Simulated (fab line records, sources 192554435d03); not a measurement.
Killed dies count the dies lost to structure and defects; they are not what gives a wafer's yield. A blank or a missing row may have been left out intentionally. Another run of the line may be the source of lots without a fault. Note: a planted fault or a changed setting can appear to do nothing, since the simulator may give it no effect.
fab line records	flow n5Finfet
[record] lots = 10	wafers = 28	lastDay = 18
route steps=1938 shown BEOL_M1@774 BEOL_M4@1111 PASSIVATION@1936
lots untouched by any fault: they come from a run of this same line in which no faults occurred
startH: start of the lot's first displayed wafer, in hours after the record's first day	waitH: hours since the lot's step before	" unchanged from the row above	L1.1+2: a single row standing in for several wafers	- value missing, or start not given	* or withheld: withheld	< > ~ a bound
route shown NAME@n: NAME is a module with steps in the file, n the number in the route of the first one	usual: the fault-free wafers' mean and standard deviation	same: alike in all rows	chamber/n: place in a boat	sites: per-site readings	_std_site: the values' standard deviation	_edge_site: mean of outer sites minus mean of inner sites	radiusMm: for every site, how far away it sits from the centre of the wafer	mask NAME#n: copy n	behind: the most recent tool/chamber to have shaped the wafer	hold: what put the lot on hold/how long, in hours/how the hold closed	device: names the non-switching transistor (n, p or np)	end of line: the route-end tests of the same wafers	for a step that has no rows: nothing shown but its recipe	killed: the dies lost at the first sort to structure and to defects; this is not the yield of the wafer	map: a wafer's dies, marking killed ones x, the rest . and places with no die _
set.NAME: the run value of the setting; set.NAME@STEP: its run value at that earlier step	model.NAME: the simulator's own value behind a step, which no gauge read
the route's steps for a sample of lots (tables are steps, rows are wafers)
services: the hour from which a tool's chamber was out of use, counted from the record's first day as startH (under 0 if before that day), plus the number of hours and why
[[steps]]
[step N5_BEOL_M1_HM_OPEN_17]
[recipe] chemistry = Cl2/BCl3	targetDepthA = 200	overetchA = 60	target = TiN	maskMaterial = SOC	ionEnergyEv = 150	pressureMtorr = 10	icpW = 1000	biasW = 126	Cl2_flow_sccm = 53.25	bcl3FlowSccm = 21.75	Ar_flow_sccm = 25
[usual] drypumpMotorCurrentA = 5.7/0.37	oesProductAu = 0.68/0.084	throttleValvePct = 22.02/0.25
lot.wafer	tool	chamber	startH	waitH	drypumpMotorCurrentA	oesProductAu	rfHoursCounterH	throttleValvePct
L824.1	rieMetal-03	1	128.37	0.0	5.9	0.69	35	22.18
L824.4	"	0	"	"	5.6	0.67	-	21.85
L824.6	"	0	"	"	5.6	0.67	-	21.85
L825.3	rieMetal-03	1	139.88	0.1	6.0	0.68	-	22.19
L825.4	"	0	"	"	5.6	0.67	-	21.84
L825.5	"	0	"	"	5.6	0.68	-	21.84
L826.5	rieMetal-01	0	141.48	0.1	5.2	0.79	-	22.27
L826.6	"	1	"	"	5.5	0.52	-	22.20
L828.1	rieMetal-01	0	153.21	0.0	5.2	0.79	6	22.25
L828.2	"	1	"	"	5.6	0.52	132	22.19
L828.3	"	0	"	"	5.2	0.78	-	22.28
L833.1	rieMetal-03	1	185.20	0.0	5.9	0.67	40	22.21
L833.6	"	1	"	"	6.0	0.66	-	22.21
L835.3	rieMetal-02	0	200.91	0.1	5.6	0.63	-	21.90
L835.4	"	1	"	"	6.3	0.64	-	21.60
L835.6	"	0	"	"	5.7	0.64	-	21.89
L840.1	rieMetal-02	0	231.67	0.0	5.6	0.63	52	21.89
L840.5	"	0	"	"	5.7	0.63	-	21.90
L840.6	"	1	"	"	6.3	0.63	-	21.62
L842.2	rieMetal-03	1	241.79	0.0	6.0	0.65	44	22.23
L842.4	"	1	"	"	6.0	0.65	-	22.23
L842.6	"	1	"	"	6.0	0.66	-	22.21
L845.1	rieMetal-02	1	260.69	0.0	6.3	0.63	47	21.61
L845.4	"	1	"	"	6.3	0.64	-	21.60
L845.6	"	1	"	"	6.3	0.63	-	21.62
L846.2	rieMetal-01	1	266.46	0.0	5.5	0.80	7	22.21
L846.5	"	0	"	"	5.2	0.74	-	22.28
L846.6	"	1	"	"	5.5	0.80	-	22.21
[step N5_BEOL_M1_STRIP_19]
[recipe] chemistry = O2	powerW = 400	tempC = 40	pressureMtorr = 30	rfFrequencyHz = 6e+07	biasPowerW = 0	overashFraction = 0.2	o2FlowSccm = 225
[usual] drypumpMotorCurrentA = 5.9/0.33	oesProductAu = 0.79/0.093	rfVppV = 3.7/0.51	showerheadPlenumPTorr = 2.06/0.074	throttleValvePct = 16.63/0.21
lot.wafer	tool	chamber	startH	waitH	drypumpMotorCurrentA	oesProductAu	rfHoursCounterH	rfVppV	showerheadPlenumPTorr	throttleValvePct
L824.1	rieDiel-06	0	128.53	0.1	5.4	0.70	215	4.2	1.98	16.76
L824.4	"	2	"	"	5.9	0.68	229	3.2	2.13	16.59
L824.6	"	1	"	"	6.2	0.95	-	4.1	2.06	16.67
L825.3	rieDiel-06	1	139.96	0.1	6.2	0.95	15	2.8	2.06	16.67
L825.4	"	0	"	"	5.4	0.69	218	3.0	1.98	16.76
L825.5	"	2	"	"	5.9	0.69	-	4.4	2.13	16.62
L826.5	rieDiel-04	0	141.55	0.0	5.4	0.77	-	3.4	1.98	16.32
L826.6	"	1	"	"	6.2	0.75	-	3.3	2.19	16.57
L828.1	rieDiel-04	1	153.47	0.2	6.2	0.75	159	4.1	2.19	16.58
L828.2	"	0	"	"	5.4	0.76	156	3.9	1.98	16.33
L828.3	"	3	"	"	5.6	0.80	105	3.4	1.96	16.44
L833.1	rieDiel-03	1	185.31	0.1	5.6	0.73	191	3.6	2.00	16.97
L833.6	"	1	"	"	5.5	0.73	-	2.9	2.00	16.97
L835.3	rieDiel-06	1	200.99	0.1	6.2	0.89	32	4.5	2.05	16.71
L835.4	"	3	"	"	6.0	0.76	131	3.5	2.03	16.79
L835.6	"	2	"	"	5.9	0.67	-	4.2	2.12	16.63
L840.1	rieDiel-06	2	231.79	0.1	5.9	0.96	1	2.9	2.12	16.20
L840.5	"	3	"	"	6.0	0.75	-	3.0	2.03	16.81
L840.6	"	2	"	"	5.9	0.95	-	3.7	2.12	16.19
L842.2	rieDiel-06	0	241.90	0.1	5.4	0.67	250	3.1	1.97	16.82
L842.4	"	1	"	"	6.2	0.88	46	3.8	2.05	16.73
L842.6	"	2	"	"	5.9	0.95	-	4.2	2.12	16.22
L845.1	rieDiel-06	3	260.80	0.1	6.0	0.75	154	4.3	2.02	16.83
L845.4	"	3	"	"	5.9	0.74	-	3.9	2.02	16.83
L845.6	"	1	"	"	6.2	0.86	-	2.6	2.05	16.75
L846.2	rieDiel-03	2	266.57	0.1	6.5	0.93	21	3.6	2.08	16.32
L846.5	"	2	"	"	6.5	0.93	-	3.8	2.08	16.31
L846.6	"	1	"	"	5.6	0.71	-	2.9	1.99	17.03
[step N5_BEOL_M1_ALD_98]
[recipe] material = SiO2	targetThkA = 25	tempC = 100	aldPrecursorFamily = BDEAS	aldCoReactant = O2-plasma	pulseTimeS = 1	coReactantPulseTimeS = 1	purgeTimeS = 2	coReactantPurgeTimeS = 2	aldCycles = 17	pressureTorr = 2
[usual] aldCycles = 17/0	heaterPowerW = 77/7.1	precursorPulseHeightRel = 1.003/0.019
lot.wafer	tool	chamber	startH	waitH	aldCycles	heaterPowerW	precursorPulseHeightRel
L824.1	aldSin-01	1	129.33	0.1	17	85	1.023
L824.4	"	2	"	"	17	75	0.964
L824.6	"	3	"	"	17	73	1.000
L825.3	aldSin-04	0	141.02	0.1	17	67	1.038
L825.4	"	2	"	"	17	81	1.002
L825.5	"	2	"	"	17	82	0.994
L826.5	aldSin-01	0	142.84	0.7	17	70	1.016
L826.6	"	3	"	"	17	73	0.997
L828.1	aldSin-01	2	154.68	0.1	17	76	0.987
L828.2	"	0	"	"	17	73	1.028
L828.3	"	3	"	"	17	71	0.999
L833.1	aldSin-01	0	186.45	0.3	19	70	1.014
L833.6	"	3	"	"	19	71	0.980
L835.3	aldSin-01	0	201.77	0.1	17	70	1.002
L835.4	"	1	"	"	17	84	1.032
L835.6	"	2	"	"	19	77	0.998
L840.1	aldSin-04	3	233.60	1.0	17	89	0.974
L840.5	"	3	"	"	17	88	1.010
L840.6	"	1	"	"	17	74	1.012
L842.2	aldSin-04	2	242.66	0.2	17	80	1.018
L842.4	"	1	"	"	17	73	0.997
L842.6	"	0	"	"	17	68	0.998
L845.1	aldSin-03	1	262.20	0.8	17	78	0.978
L845.4	"	2	"	"	17	78	1.008
L845.6	"	0	"	"	17	69	0.993
L846.2	aldSin-01	3	267.79	0.6	17	72	0.981
L846.5	"	1	"	"	17	85	1.027
L846.6	"	3	"	"	17	73	0.999
[step N5_BEOL_M1_ETCHBACK_99]
[recipe] chemistry = CHF3	target = SiO2	targetDepthA = 50	timeS = 10.4	sourceW = 215	biasW = 47	Ar_flow_sccm = 200	CHF3_flow_sccm = 12	ionEnergyEv = 100	pressureMtorr = 30
[usual] drypumpMotorCurrentA = 5.9/0.33	oesProductAu = 0.79/0.095	rfVppV = 238/6.7	showerheadPlenumPTorr = 2.12/0.081	throttleValvePct = 17.07/0.21
lot.wafer	tool	chamber	startH	waitH	drypumpMotorCurrentA	oesProductAu	rfHoursCounterH	rfVppV	showerheadPlenumPTorr	throttleValvePct
L824.1	rieDiel-03	0	130.10	0.7	5.8	0.91	19	235	2.18	17.04
L824.4	"	2	"	"	6.6	0.69	237	235	2.13	17.01
L824.6	"	1	"	"	5.6	0.75	-	236	2.05	17.29
L826.5	rieDiel-04	1	145.42	2.5	6.2	0.74	-	241	2.24	16.94
L826.6	"	2	"	"	6.0	0.70	-	255	2.25	17.57
L825.3	rieDiel-06	3	145.89	4.8	6.0	0.78	115	228	2.11	17.25
L825.4	"	2	"	"	5.9	0.68	234	249	2.21	17.13
L825.5	"	2	"	"	5.9	0.68	-	249	2.21	17.11
L828.1	rieDiel-03	1	158.54	3.8	5.6	0.74	184	236	2.05	17.29
L828.2	"	3	"	"	5.5	0.69	229	235	2.06	17.08
L828.3	"	2	"	"	6.5	0.69	245	233	2.12	17.02
L833.1	rieDiel-06	0	188.47	2.0	5.4	0.70	232	237	2.05	17.26
L833.6	"	1	"	"	6.2	0.90	-	237	2.12	17.16
L835.3	rieDiel-04	0	208.33	6.5	5.4	0.74	176	238	2.05	16.88
L835.4	"	0	"	"	5.4	0.74	-	238	2.05	16.90
L835.6	"	1	"	"	6.2	0.72	-	241	2.24	16.97
L840.1	rieDiel-04	2	235.98	2.3	6.1	0.94	8	255	2.24	17.14
L840.5	"	2	"	"	6.1	0.94	-	256	2.24	17.14
L840.6	"	3	"	"	5.6	0.77	-	237	2.00	16.86
L842.2	rieDiel-03	3	249.48	6.8	5.5	0.95	2	239	2.32	16.67
L842.4	"	1	"	"	5.6	0.71	211	234	2.04	17.35
L842.6	"	2	"	"	6.6	0.94	-	234	2.12	16.63
L845.1	rieDiel-03	3	270.67	8.4	5.5	0.92	7	239	2.32	16.67
L845.4	"	0	"	"	5.9	0.84	65	234	2.16	17.14
L845.6	"	3	"	"	5.5	0.93	-	239	2.32	16.67
L846.2	rieDiel-06	0	277.42	9.6	5.4	0.97	4	242	2.31	16.84
L846.5	"	3	"	"	6.0	0.74	-	228	2.09	17.32
L846.6	"	2	"	"	5.9	0.89	-	249	2.19	16.76
[step N5_BEOL_M4_RC_MEAS_101]
[usual] DIBL_N = 37.4/2.1	DIBL_P = 37.8/2.5	IOFF_N = 0.19/0.045	IOFF_P = 0.24/0.05	ION_N = 682/16	ION_P = 467/11	SS_N = 71.9/0.67	SS_P = 73.6/0.76	VT_N = 247/3.6	VT_P = -248/3.6
lot.wafer	tool	chamber	startH	waitH	DIBL_N[mV/V]	DIBL_P[mV/V]	IOFF_N[nA/um]	IOFF_P[nA/um]	ION_N[uA/um]	ION_P[uA/um]	SS_N[mV/dec]	SS_P[mV/dec]	VT_N[mV]	VT_P[mV]
L824.1	prober-02	0	164.85	0.0	38.1	39.5	0.21	0.28	690	475	71.5	73.1	244	-245
L824.4	"	0	"	"	38.6	39.0	0.22	0.29	698	479	71.9	73.1	243	-244
L824.6	"	0	"	"	36.7	37.9	0.19	0.28	696	477	71.7	72.5	241	-243
L826.5	prober-01	0	181.68	0.6	35.5	36.7	0.14	0.21	666	463	71.5	73.2	252	-252
L826.6	"	0	"	"	37.0	36.9	0.16	0.22	669	458	71.8	73.8	249	-249
L825.3	prober-02	0	185.35	0.3	35.1	34.3	0.15	0.19	694	475	71.3	72.7	249	-252
L825.4	"	0	"	"	37.9	36.8	0.19	0.22	690	465	72.0	73.8	244	-249
L825.5	"	0	"	"	36.0	33.6	0.14	0.18	650	447	72.1	73.1	253	-252
L828.1	prober-02	0	191.10	0.0	38.9	39.8	0.23	0.29	704	477	73.0	74.0	242	-244
L828.2	"	0	"	"	35.4	36.1	0.16	0.22	665	459	72.0	73.6	245	-246
L828.3	"	0	"	"	33.9	34.6	0.13	0.20	682	477	71.7	72.8	250	-250
L833.1	prober-01	0	231.84	0.0	37.0	37.4	0.17	0.23	688	469	71.7	73.8	249	-246
L833.6	"	0	"	"	38.8	39.4	0.19	0.26	669	458	71.3	73.7	249	-245
L835.3	prober-01	0	245.91	0.3	41.3	43.0	0.24	0.33	676	463	72.7	74.0	245	-246
L835.4	"	0	"	"	40.2	42.4	0.24	0.32	695	479	72.9	74.7	245	-247
L835.6	"	0	"	"	39.6	40.5	0.23	0.28	713	481	72.3	74.7	245	-246
L840.1	prober-01	0	283.37	0.0	40.4	43.3	0.25	0.38	675	465	72.9	75.2	243	-243
L840.5	"	0	"	"	37.5	37.7	0.17	0.23	663	453	72.1	72.9	252	-249
L840.6	"	0	"	"	40.2	42.0	0.26	0.35	710	484	71.9	74.2	241	-239
L842.2	prober-01	0	292.49	0.2	35.8	34.2	0.13	0.18	677	471	70.6	72.6	252	-251
L842.4	"	0	"	"	36.1	33.9	0.14	0.19	681	471	70.8	72.5	251	-250
L842.6	"	0	"	"	38.4	36.6	0.16	0.22	673	465	71.3	73.1	252	-249
L845.1	prober-01	0	315.96	0.0	36.1	36.7	0.15	0.20	659	448	71.9	72.8	251	-252
L845.4	"	0	"	"	35.7	36.4	0.15	0.21	656	452	71.4	73.3	248	-249
L845.6	"	0	"	"	35.1	36.8	0.14	0.21	673	461	72.2	73.0	250	-252
L846.2	prober-02	0	330.09	0.2	32.9	33.6	0.11	0.19	677	477	70.8	72.6	253	-247
L846.5	"	0	"	"	37.6	38.6	0.20	0.29	699	483	72.1	74.1	245	-245
L846.6	"	0	"	"	31.9	32.6	0.10	0.18	665	468	71.5	72.6	257	-248
[step N5_PASSIVATION_PROBE_49]
[usual] defectLimitedYield = 90.9/1.6	killed_at_M0_to_M3 = 34/10	killed_at_M4_up = 13/5.4	killedAtContacts = 13/6	killedAtFrontEnd = 42/13	killedAtOther = 4/3.2	killedDies = 107/18	killedOpen = 69/14	killedShort = 35/7.7	sort_bin_4_leakage = 0.02/0.17	sort_bin_5_function = 5.3/1	sort_bin_6_memory = 3.3/0.75	sortNPass = 1073/19	sortYieldPct = 90.9/1.6
[same] grossDies = 1180	killedAtBackSide = 0	sort_bin_8_speed[%] = 0
lot.wafer	tool	chamber	startH	waitH	defectLimitedYield[%]	killed_at_M0_to_M3	killed_at_M4_up	killedAtContacts	killedAtFrontEnd	killedAtOther	killedDies	killedOpen	killedShort	sort_bin_4_leakage[%]	sort_bin_5_function[%]	sort_bin_6_memory[%]	sortNPass	sortYieldPct[%]
L825.3	prober-01	-	287.61	0.1	93.4	25	14	15	23	1	78	55	22	0	3.1	3.2	1102	93.4
L825.4	prober-01	-	287.66	0.2	91.9	30	13	17	32	3	95	58	34	0	5.3	2.6	1085	91.9
L825.5	prober-01	-	287.71	0.2	91.8	37	12	13	32	3	97	61	35	0	3.9	3.8	1083	91.8
L833.1	prober-01	-	342.57	0.0	89.4	22	17	18	61	7	125	79	42	0	6.2	3.9	1055	89.4
L833.6	prober-01	-	342.82	0.3	91.1	36	6	18	43	2	105	64	40	0	5.8	2.5	1075	91.1
L840.1	prober-01	-	388.60	0.0	90.3	35	16	17	45	2	115	70	39	0.08	5.4	3.8	1064	90.2
L840.5	prober-01	-	388.80	0.2	89.1	62	14	17	27	9	129	88	40	0	6.3	4.4	1051	89.1
L840.6	prober-01	-	388.85	0.3	90.0	62	10	7	36	3	118	72	42	0	6.4	3.1	1062	90.0
L845.1	prober-01	-	424.68	0.0	89.8	55	17	8	38	2	120	87	27	0	5.2	4.2	1060	89.8
L845.4	prober-01	-	424.83	0.2	88.6	43	21	13	56	2	135	78	53	0	6.9	3.6	1045	88.6
L845.6	prober-01	-	424.93	0.3	88.7	54	15	18	42	4	133	86	38	0	6.9	3.6	1047	88.7
L846.2	prober-02	-	432.52	0.1	89.7	24	17	8	65	7	121	72	43	0	5.8	4.3	1059	89.7
L846.5	prober-02	-	432.67	0.2	89.4	19	14	27	59	6	125	81	38	0	6.2	4.2	1055	89.4
L846.6	prober-02	-	432.72	0.3	89.1	33	17	21	48	10	129	86	36	0	5.5	5.1	1051	89.1
// killed by level:class
L825.3 MOL_CONTACT_COAG:geometricParticle:open=13 FIN_SAQP:geometricParticle:short=10 BEOL_M2:geometricParticle:open=8 BEOL_M0_SAQP:geometricParticle:open=5 STI_FIN_REVEAL:geometricParticle:open=4 BEOL_M5:geometricParticle:open=4 ILD0:geometricParticle:open=3 BEOL_M1:geometricParticle:open=3
L825.4 MOL_CONTACT_COAG:geometricParticle:open=11 BEOL_M1:geometricParticle:open=8 BEOL_M2:geometricParticle:open=7 MOL_CONTACT_COAG:geometricParticle:short=6 FIN_SAQP:geometricParticle:short=4 STI_FIN_REVEAL:geometricParticle:open=4 DUMMY_GATE:geometricParticle:open=4 BEOL_M0_SAQP:geometricParticle:short=4
L825.5 BEOL_M1:geometricParticle:open=13 MOL_CONTACT_COAG:geometricParticle:open=11 BEOL_M0_SAQP:geometricParticle:short=10 ILD0:geometricParticle:open=7 ILD0:geometricParticle:short=6 FIN_SAQP:geometricParticle:short=5 BEOL_M0_SAQP:geometricParticle:open=5 BEOL_M1:geometricParticle:short=5
L833.1 STI_FIN_REVEAL:geometricParticle:open=16 FIN_SAQP:geometricParticle:open=14 MOL_CONTACT_COAG:geometricParticle:open=14 FIN_SAQP:geometricParticle:short=11 BEOL_M0_SAQP:geometricParticle:short=5 GATE_CUT:geometricParticle:open=5 BEOL_M2:geometricParticle:open=5 GATE_CUT:geometricParticle:short=4
L833.6 MOL_CONTACT_COAG:geometricParticle:open=14 FIN_SAQP:geometricParticle:open=13 FIN_SAQP:geometricParticle:short=9 BEOL_M0_SAQP:geometricParticle:open=9 DUMMY_GATE:geometricParticle:open=8 BEOL_M0_SAQP:geometricParticle:short=7 BEOL_M2:geometricParticle:open=5 BEOL_M2:geometricParticle:short=4
L840.1 MOL_CONTACT_COAG:geometricParticle:open=14 BEOL_M0_SAQP:geometricParticle:short=12 FIN_SAQP:geometricParticle:open=11 BEOL_M4:geometricParticle:open=9 FIN_SAQP:geometricParticle:short=8 DUMMY_GATE:geometricParticle:open=5 STARTING-WAFER:geometricParticle:short=5 BEOL_M1:geometricParticle:open=5
L840.5 BEOL_M0_SAQP:geometricParticle:open=22 BEOL_M0_SAQP:geometricParticle:short=20 MOL_CONTACT_COAG:geometricParticle:open=14 BEOL_M4:geometricParticle:open=11 BEOL_M1:geometricParticle:open=9 STI_FIN_REVEAL:geometricParticle:open=6 BEOL_M2:geometricParticle:open=5 DUMMY_GATE:geometricParticle:open=4
L840.6 BEOL_M0_SAQP:geometricParticle:open=23 BEOL_M0_SAQP:geometricParticle:short=14 FIN_SAQP:geometricParticle:open=8 GATE_CUT:geometricParticle:short=7 MOL_CONTACT_COAG:geometricParticle:open=7 BEOL_M3:geometricParticle:open=7 BEOL_M1:geometricParticle:open=6 BEOL_M4:geometricParticle:open=6
L845.1 BEOL_M2:geometricParticle:open=18 BEOL_M0_SAQP:geometricParticle:open=10 FIN_SAQP:geometricParticle:open=8 BEOL_M4:geometricParticle:open=8 MOL_CONTACT_COAG:geometricParticle:open=7 BEOL_M1:geometricParticle:open=7 STI_FIN_REVEAL:geometricParticle:open=6 BEOL_M0_SAQP:geometricParticle:short=5
L845.4 BEOL_M0_SAQP:geometricParticle:short=13 FIN_SAQP:geometricParticle:open=10 STI_FIN_REVEAL:geometricParticle:open=10 BEOL_M4:geometricParticle:open=10 FIN_SAQP:geometricParticle:short=9 BEOL_M0_SAQP:geometricParticle:open=9 BEOL_M2:geometricParticle:open=9 MOL_CONTACT_COAG:geometricParticle:open=8
L845.6 BEOL_M0_SAQP:geometricParticle:open=15 MOL_CONTACT_COAG:geometricParticle:open=13 BEOL_M0_SAQP:geometricParticle:short=13 BEOL_M4:geometricParticle:open=10 BEOL_M2:geometricParticle:open=9 DUMMY_GATE:geometricParticle:open=7 FIN_SAQP:geometricParticle:open=5 STI_FIN_REVEAL:geometricParticle:open=5
L846.2 FIN_SAQP:geometricParticle:short=18 STI_FIN_REVEAL:geometricParticle:open=16 BEOL_M3:geometricParticle:open=16 BEOL_M4:geometricParticle:open=8 FIN_SAQP:geometricParticle:open=6 STI_FIN_REVEAL:geometricParticle:short=6 MOL_CONTACT_COAG:geometricParticle:open=6 DUMMY_GATE:geometricParticle:open=5
L846.5 MOL_CONTACT_COAG:geometricParticle:open=20 FIN_SAQP:geometricParticle:open=15 STI_FIN_REVEAL:geometricParticle:open=11 BEOL_M4:geometricParticle:open=8 FIN_SAQP:geometricParticle:short=7 MOL_CONTACT_COAG:geometricParticle:short=7 GATE_CUT:geometricParticle:short=5 BEOL_M2:geometricParticle:open=5
L846.6 STI_FIN_REVEAL:geometricParticle:open=15 MOL_CONTACT_COAG:geometricParticle:open=15 FIN_SAQP:geometricParticle:open=11 BEOL_M2:geometricParticle:short=10 BEOL_M3:geometricParticle:open=8 BEOL_M4:geometricParticle:open=8 FIN_SAQP:geometricParticle:short=6 MOL_CONTACT_COAG:geometricParticle:short=5
[[services]]
tool	chamber	startH	hours	kind
aldSin-03	-	122.29	0.3	repair
rieDiel-04	-	136.74	2.8	pm
aldSin-03	1	139.92	3.4	repair
rieDiel-04	2	157.46	2.1	repair
aldSin-01	-	163.46	6.0	pm
rieMetal-01	-	167.32	2.4	repair
rieDiel-06	2	178.37	10.6	repair
aldSin-03	2	185.94	4.3	repair
aldSin-01	2	186.19	5.7	repair
rieDiel-06	-	201.59	2.8	pm
rieDiel-04	0	209.83	5.8	repair
rieDiel-06	2	213.54	-	clean
aldSin-04	-	214.41	2.8	pm
aldSin-04	2	229.00	3.1	repair
aldSin-04	0	229.66	8.0	repair
aldSin-03	-	233.89	0.5	repair
aldSin-03	-	242.20	14.0	pm
aldSin-01	0	248.39	4.8	repair
rieDiel-04	0	250.43	17.9	repair
aldSin-03	-	256.20	6.0	pm
aldSin-01	2	264.31	17.2	repair
rieDiel-03	-	267.61	2.8	pm
rieMetal-01	-	272.73	0.1	repair
aldSin-01	3	276.83	10.1	repair
[[key]]
[firstSign] step = N5_BEOL_M1_ALD_98	reading = aldCycles	direction = up	sigmas = 99+	usual = *	struck = *
effect none on later readings
metAt N5_BEOL_M1_ALD_98
struckLots L833,L835
struckWafers L833.1,L833.6,L835.6
notActingAt N5_BEOL_M1_HM_OPEN_17,N5_BEOL_M1_STRIP_19,N5_BEOL_M1_ETCHBACK_99
onsetBetween 154.68 186.45
[fault] kind = processParameterDrift	tool = aldSin-01	chamber = -	onsetH = 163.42	steps = N5_BEOL_M1_ALD_98	channel = aldCycles	offset = *	shape = step	endH = 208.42	scope = struckWafersOnly	actsIn = *	stated = *
